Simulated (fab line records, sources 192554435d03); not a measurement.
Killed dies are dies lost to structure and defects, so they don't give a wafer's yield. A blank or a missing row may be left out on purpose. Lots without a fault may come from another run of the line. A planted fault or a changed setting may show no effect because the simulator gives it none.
A struck lot beside a sound one | flow n5_finfet | 19 steps out of a route of 1938
Sound: wafers L801.2, L801.3, L801.6. Struck: wafers L809.1, L809.2, L809.5. The cause comes at the end.
At each step with rows: each side's tool, then ch and its chambers, then its first start. Under that, the readings that differ: sound wafers | struck wafers | difference of the means | sigmas: that difference in standard deviations of wafers without a fault.
alike: readings whose means differ by less than 2 such deviations, and words and numbers that are the same on both sides. not compared: withheld readings, readings that some wafer has no value for, bounds like >300 that may hide the same value, and numbers for which the record gives no deviation and whose values overlap.
The two part at a step that has a row with sigmas, a row that says differs or no value, or rows on one side only. Numbers that don't overlap but have no deviation are shown without sigmas and don't part them. A reading that every wafer of one side lacks parts them only if that side has two wafers or more.

first, 8 steps without rows for these wafers: N5_BEOL_M1_COAT_68 (time 60 s, resist thk 12 nm); N5_BEOL_M1_COAT_76 (time 60 s, resist thk 5 nm); N5_BEOL_M1_COAT_22 (resist thk 30 nm); N5_BEOL_M1_EBR_24; N5_BEOL_M1_SOFTBAKE_23 (time 60 s); N5_BEOL_M1_EXPOSE_25 (exposes mask V0, defocus 5 nm, target cd 24 nm); N5_BEOL_M1_PEB_26 (peb time 60 s); N5_BEOL_M1_DEVELOP_27 (develop time 30 s).
N5_BEOL_M1_CD_MEAS_28: target cd y 23.3 nm.
  sound on cd_sem-01 ch 0, day 7 18:47; struck on cd_sem-03 ch 0, day 9 16:44
  alike: cd_nm
N5_BEOL_M1_OVL_MEAS_29:
  sound on overlay-02 ch 0, day 7 18:49; struck on overlay-02 ch 0, day 9 16:46
  alike: V0_OVL
N5_BEOL_M1_INSPECT_30: inspects for defects (brightfield).
  sound on defect_inspect-02, day 7 18:52; struck on defect_inspect-01, day 9 16:49
  alike: raw_defect_count
N5_BEOL_M1_DESCUM_33: chemistry O2, time 7 s.
  sound on rie_diel-01 ch 2,3, day 7 18:55; struck on rie_diel-01 ch 1,2, day 9 16:51
  alike: drypump_motor_current_A, oes_product_au, rf_vpp_V, showerhead_plenum_p_Torr, throttle_valve_pct
  not compared: rf_hours_counter_h
N5_BEOL_M1_ETCH_77: etches underlayer in N2/H2, target depth 6.5 nm, time 5.2 s.
  sound on rie_diel-01 ch 2,3, day 7 18:56; struck on rie_diel-01 ch 1,2, day 9 16:53
  no value came back on the struck wafers for any of 8 readings (bias_w (W), chamber_pressure_mTorr (mTorr) and others); on the sound wafers bias_w (W) reads 150.2 149.1 150.1
  reading                                      | sound          | struck   | difference | sigmas
  model.CAR-EUV_of_BEOL_M1_COAT_22.thk_nm (nm) | 20.4 20.6 20.4 | 26 26 26 | +6         |
  not compared: rf_hours_counter_h
N5_BEOL_M1_ETCH_69: etches SiARC in CF4, target depth 15.6 nm, time 26 s.
  sound on rie_diel-01 ch 2,3, day 7 18:58; struck on rie_diel-01 ch 1,2, day 9 16:54
  alike: bias_w, cf4_flow_sccm, drypump_motor_current_A, etch_rf_on_time_s, oes_product_au, rf_vpp_V, showerhead_plenum_p_Torr, throttle_valve_pct
  not compared: rf_hours_counter_h
N5_BEOL_M1_ALD_98: deposits SiO2, target thk 2.5 nm, pulse time 1 s, co reactant pulse time 1 s.
  sound on ald_sin-03 ch 0,2,3, day 7 19:02; struck on ald_sin-02 ch 0,1,3, day 9 16:59
  alike: heater_power_w, precursor_pulse_height_rel
N5_BEOL_M1_ETCHBACK_99: etches SiO2 in CHF3, target depth 5 nm, time 10.4 s.
  sound on rie_diel-06 ch 0,1,2, day 8 03:43; struck on rie_diel-02 ch 0,1,3, day 9 20:23
  reading                                      | sound          | struck       | difference | sigmas
  model.CAR-EUV_of_BEOL_M1_COAT_22.thk_nm (nm) | 10.4 10.6 10.4 | 16.2 16 16.2 | +5.7       |
  alike: drypump_motor_current_A, oes_product_au, rf_vpp_V, showerhead_plenum_p_Torr, throttle_valve_pct
  not compared: rf_hours_counter_h
N5_BEOL_M1_ETCH_70: etches SOC in N2/H2, target depth 80 nm, overetch 16 nm, time 120 s.
  sound on rie_diel-06 ch 0,1,2, day 8 03:44; struck on rie_diel-02 ch 0,1,3, day 9 20:26
  reading                        | sound             | struck            | difference | sigmas
  chamber_pressure_mTorr (mTorr) | 29.96 29.98 29.98 | 30.21 29.97 30.00 | +0.09      | +3
  alike: bias_w, drypump_motor_current_A, oes_product_au, rf_vpp_V, showerhead_plenum_p_Torr, throttle_valve_pct
  not compared: rf_hours_counter_h
N5_BEOL_M4_RC_MEAS_101:
  sound on prober-02 ch 0, day 9 20:25; struck on prober-01 ch 0, day 11 12:37
  alike: DIBL_N, DIBL_P, IOFF_N, IOFF_P, ION_N, ION_P, SS_N, SS_P, VT_N, VT_P
then, 1 step without rows for these wafers: N5_PASSIVATION_PROBE_49.

WHERE THEY PART
First at N5_BEOL_M1_ETCH_77; last, within this record, at N5_BEOL_M1_ETCH_70. Later steps at which nothing parts them and some readings are alike: N5_BEOL_M4_RC_MEAS_101.

WHY: what the simulator had put in
Skipped step whole: rie_diel-01, from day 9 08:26 on, at N5_BEOL_M1_ETCH_77. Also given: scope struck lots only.
